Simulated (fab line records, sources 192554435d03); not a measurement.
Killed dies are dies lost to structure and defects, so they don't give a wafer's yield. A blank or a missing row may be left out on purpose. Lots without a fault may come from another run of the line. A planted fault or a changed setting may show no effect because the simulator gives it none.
Chamber matching | flow n5_finfet | N5_FIN_SAQP_HM_DEP_72 on pecvd-01: 3 sister chambers
The step deposits SiO2 from SiH4/N2O, target thk 12 nm, time 7.2 s. 18 wafers are shown with their chamber, then 9 later ones without.

WAFERS WITH THEIR CHAMBER
wafer  | chamber | showerhead_plenum_p_Torr (Torr) | heater_power_w (W)
L076.2 | 2       | 7.81                            | 818
L076.4 | 2       | 7.82                            | 816
L076.6 | 0       | 8.31                            | 810
L078.3 | 2       | 7.81                            | 737
L078.4 | 2       | 7.82                            | 743
L078.5 | 1       | 8.11                            | 782
L082.1 | 1       | 8.10                            | 696
L082.3 | 2       | 7.83                            | 829
L082.6 | 2       | 7.81                            | 840
L085.1 | 1       | 8.12                            | 678
L085.4 | 1       | 8.10                            | 677
L085.5 | 1       | 8.10                            | 661
L086.4 | 1       | 8.10                            | 650
L086.5 | 2       | 7.82                            | 774
L086.6 | 0       | 8.33                            | 863
L087.3 | 0       | 8.34                            | 858
L087.4 | 1       | 8.11                            | 760
L087.6 | 2       | 7.82                            | 737

SIGNATURES (means of the wafers above)
reading                  | chamber 0 | chamber 1 | chamber 2 | scatter within a chamber
showerhead_plenum_p_Torr | 8.3267    | 8.1057    | 7.8175    | 0.0089
heater_power_w           | 843.67    | 700.57    | 786.75    | 45.1
Rule: a wafer's distance from a chamber is the root of the sum, over the readings, of the square of ((its reading less the chamber's mean) divided by the reading's scatter). The wafer belongs to the nearest chamber; if the next one is less than 2 further off, it can't be placed. The scatter: the root of (the sum of the squares of (reading less its chamber's mean) over the shown wafers, divided by (wafers less chambers)).

WAFERS WITHOUT THEIR CHAMBER
wafer  | showerhead_plenum_p_Torr (Torr) | heater_power_w (W)
L088.1 | 8.09                            | 746
L088.4 | 7.82                            | 726
L088.6 | 8.33                            | 799
L092.3 | 7.84                            | 864
L092.5 | 8.35                            | 759
L092.6 | 7.81                            | 884
L093.2 | 7.81                            | 769
L093.4 | 7.82                            | 771
L093.6 | 8.34                            | 833

WHICH CHAMBER EACH WENT THROUGH
wafer  | from the rows above | in truth
L088.1 | 1                   | 1
L088.4 | 2                   | 2
L088.6 | 0                   | 0
L092.3 | 2                   | 2
L092.5 | 0                   | 0
L092.6 | 2                   | 2
L093.2 | 2                   | 2
L093.4 | 2                   | 2
L093.6 | 0                   | 0
Placed correctly: 9 of 9. Can't be placed from these rows: 0. Placed wrongly: 0.
